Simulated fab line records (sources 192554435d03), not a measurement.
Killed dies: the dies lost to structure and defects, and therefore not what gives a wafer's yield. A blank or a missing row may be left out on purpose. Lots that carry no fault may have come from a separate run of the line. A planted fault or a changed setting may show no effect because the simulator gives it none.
Matching of chambers -- flow n5Finfet -- rieDiel-06 running N5_GATE_CUT_STRIP_59: 4 sister chambers
The step strips in N2/H2, time 20 s. 8 wafers are shown with their chamber, then 10 later ones without.

WAFERS PAIRED WITH THEIR CHAMBERS
wafer,chamber,showerheadPlenumPTorr (Torr),throttleValvePct (%)
L081.3,0,3.33,12.24
L083.4,2,3.51,12.26
L083.6,1,3.15,12.04
L085.2,2,3.50,12.26
L085.4,3,3.22,12.57
L085.5,3,3.22,12.56
L088.1,0,3.32,12.30
L088.3,1,3.14,12.06

WAFERS WHOSE CHAMBER IS MISSING
wafer,showerheadPlenumPTorr (Torr),throttleValvePct (%)
L088.4,3.22,12.58
L089.1,3.50,12.28
L089.3,3.14,12.06
L089.6,3.50,12.28
L091.1,3.50,12.29
L091.3,3.22,12.61
L091.4,3.32,12.29
L094.2,3.14,12.08
L094.5,3.22,12.60
L094.6,3.50,12.30

THE CHAMBER EACH PASSED THROUGH
wafer,from the rows above,in truth
L088.4,3,3
L089.1,2,2
L089.3,1,1
L089.6,2,2
L091.1,2,2
L091.3,3,3
L091.4,0,0
L094.2,1,1
L094.5,3,3
L094.6,2,2
10 of 10 placed correctly. Left unplaced by these rows: 0. Placed wrongly: 0.
How it was worked out, from the rows above alone: a wafer's distance from a chamber is the root of the sum, over the readings, of the square of ((its reading less the chamber's mean) divided by the reading's scatter). The wafer belongs to the nearest chamber; if the next one is less than 2 further off, it can't be placed. Each chamber's mean is taken over the wafers shown for it. The scatter: take each reading less its chamber's mean, square it, sum over the shown wafers, divide by the number of wafers less the number of chambers, and take the root.
